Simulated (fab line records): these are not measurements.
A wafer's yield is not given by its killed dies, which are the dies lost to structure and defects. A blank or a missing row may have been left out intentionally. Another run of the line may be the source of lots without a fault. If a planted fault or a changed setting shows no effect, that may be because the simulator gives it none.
Which tool did it? -- flow n5-finfet -- Sampling: 8 lots, 24 wafers, 3 of 1938 route steps

== WHAT THE GAUGES READ, wafer by wafer ==
N5_BEOL_M3_INSPECT_59: inspects for defects (darkfield).
lot,measured,on,raw-defect-count
L226,day 8 10:02,defect-inspect-01,76 93 98
L227,day 9 04:12,defect-inspect-01,89 54 59
L231,day 9 17:16,defect-inspect-02,76 45 102
L229,day 9 19:56,defect-inspect-01,52 42 44
L232,day 9 23:13,defect-inspect-01,51 59 487
L238,day 11 20:18,defect-inspect-01,53 59 79
L241,day 12 21:32,defect-inspect-02,60 61 68
L243,day 13 12:25,defect-inspect-02,58 65 40

== EACH LOT AND THE TOOL THAT RAN IT (in order: tool; ch and the chambers of the sampled wafers; start) ==
lot,N5_BEOL_M3_CMP_52,N5_BEOL_M3_DEP_57
L226,"cmp-01 ch 0,2, day 8 09:30","pecvd-03 ch 0,2, day 8 09:57"
L227,"cmp-02 ch 0,1,2, day 9 03:44","pecvd-03 ch 0,1, day 9 04:06"
L231,"cmp-02 ch 0,1,2, day 9 16:44","pecvd-03 ch 0,1, day 9 17:11"
L229,"cmp-03 ch 0,2,3, day 9 19:24","pecvd-03 ch 0,1,2, day 9 19:51"
L232,"cmp-02 ch 1,2,3, day 9 22:41","pecvd-01 ch 0,1, day 9 23:07"
L238,"cmp-01 ch 2,3, day 11 19:43","pecvd-03 ch 1,2, day 11 20:12"
L241,"cmp-01 ch 0,1,3, day 12 20:58","pecvd-01 ch 0,2, day 12 21:26"
L243,"cmp-03 ch 1,2,3, day 13 11:55","pecvd-03 ch 0,1,2, day 13 12:20"
- N5_BEOL_M3_CMP_52: polishes, stops on SiOC, t overpolish 6.8 s, target thk 40 nm.
- N5_BEOL_M3_DEP_57: deposits SiCN from 3MS/NH3, target thk 8 nm, time 14 s.

== THE ANSWER, worked out from the rows above alone ==
Rule: usual is defined by the lots themselves. The widest of any qualifying gaps counts: lots, ordered by their means at a reading, are off when they make up no more than a third of the lots, leave a main group of 4 or more, and stand apart from it by 3 or more times the standard deviation of that group's means. If all means in a main group match to the digits the tables above print for the reading, that group is not used. Also off: a lot with no number at a reading for which 4 or more lots have one. Any other lot the step has rows for is counted as sound.
Off: L232 (N5_BEOL_M3_INSPECT_59, raw-defect-count). The main group has a mean of 65 with a standard deviation of 13.
If a tool, at a process step before that reading, ran all the lots that are off and no sound lot after the first of them, it fits. Gauges at N5_BEOL_M3_INSPECT_59: tried the same way as those tools. One fits: cmp-02 at N5_BEOL_M3_CMP_52. A fault onset in the window from L231 (day 9 16:44, its last sound lot) to L232 (day 9 22:41, its first lot off) fits.

== WHAT THE SIMULATOR PUT IN ==
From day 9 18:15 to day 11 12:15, cmp-02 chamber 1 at N5_BEOL_M3_CMP_52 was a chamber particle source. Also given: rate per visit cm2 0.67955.
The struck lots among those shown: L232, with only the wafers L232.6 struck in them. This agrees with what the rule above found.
